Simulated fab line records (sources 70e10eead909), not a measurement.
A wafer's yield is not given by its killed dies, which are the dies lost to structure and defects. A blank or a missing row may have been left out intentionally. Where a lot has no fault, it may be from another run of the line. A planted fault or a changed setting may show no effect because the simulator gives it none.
Problem report, 8D (eight disciplines) form, completed by code -- flow nand harc -- the parts of the form that need people (team, actions taken, sign-off) are left out

== 1. WHAT IS WRONG ==
heater power total W at NHARC_A_SLIT_SOFTBAKE_04 reads a mean of 205.01 W on 4 wafers of 3 lots; wafers without a fault read 188.45 W with a standard deviation of 0.13. So: +99 or more standard deviations from the usual mean.
The step: time 55 s.
First observed at day 26 17:00: wafer L498.2, on litho track-01. The record holds 39 wafers of 14 lots with a number at this step. The rule behind "out" and "out of limits": a value lying over 4 standard deviations away from the usual mean. The rest of the wafers with a number are treated as sound.

== 2. WHAT IT IS, WHAT IT ISN'T ==
question,is,is not
which readings at this step,heater power total W,exhaust pa
which lots,"L498, L499, L500","L482, L483, L484, L486, L487, L488, L490, L492, L494, L495, L497"
which wafers of those lots,"L498.2, L499.1, L500.1, L500.2","L498.6, L499.5"
read on which tools,litho track-01,"litho track-04, litho track-06"
when,from day 26 17:00,up to then (34 sound wafers); but 1 sound wafer of L499 came after

== 3. WHAT RULES OUT EACH SUSPECT ==
Counting: a tool at a process step up to the reading stays a suspect if it ran every lot that is out. Sound lots after the first of them don't rule it out here, since some wafers of a struck lot are sound.
- litho track-01 at NHARC_A_SLIT_SOFTBAKE_04 (time 55 s): kept. Every lot that is out went through it, the first being L498 (day 26 17:00); the last sound lot it ran before that was L497 (day 25 09:00). Out on those wafers are its own readings of heater power total W.
Remaining after the count: litho track-01 at NHARC_A_SLIT_SOFTBAKE_04.

== 4. THE CAUSE (what the simulator had put in) ==
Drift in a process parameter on litho track-01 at NHARC_A_SLIT_SOFTBAKE_04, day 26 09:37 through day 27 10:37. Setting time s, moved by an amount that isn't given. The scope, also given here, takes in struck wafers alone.
This tool alone remained once counting was done.

== 5. THE CHAIN OF EFFECTS, in route order ==
One row per reading whose mean, taken over the struck wafers that have a number, lies over 3 standard deviations from the usual. Only readings whose record carries a usual standard deviation are examined. hours: median over the lots of the time between each lot's start at the first step of this table that gives one and its start at this step. sigmas: the change, counted in usual standard deviations.
hours,step,reading,usual,on struck wafers,change,sigmas
0,NHARC_A_SLIT_SOFTBAKE_04,heater power total W,188.45 W,205.01,+16.56,+99 or more
Process steps it contains:
- NHARC_A_SLIT_SOFTBAKE_04: time 55 s.
Later steps that measure or inspect, where all struck wafers having a row at the step show a number for every such reading and not one has moved that far: NHARC_END_SORT_01.

== 6. WHAT WOULD HAVE CAUGHT IT SOONER ==
In this record no reading fell out of limits until day 26 17:00, 7 hours after the fault had begun at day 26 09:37.
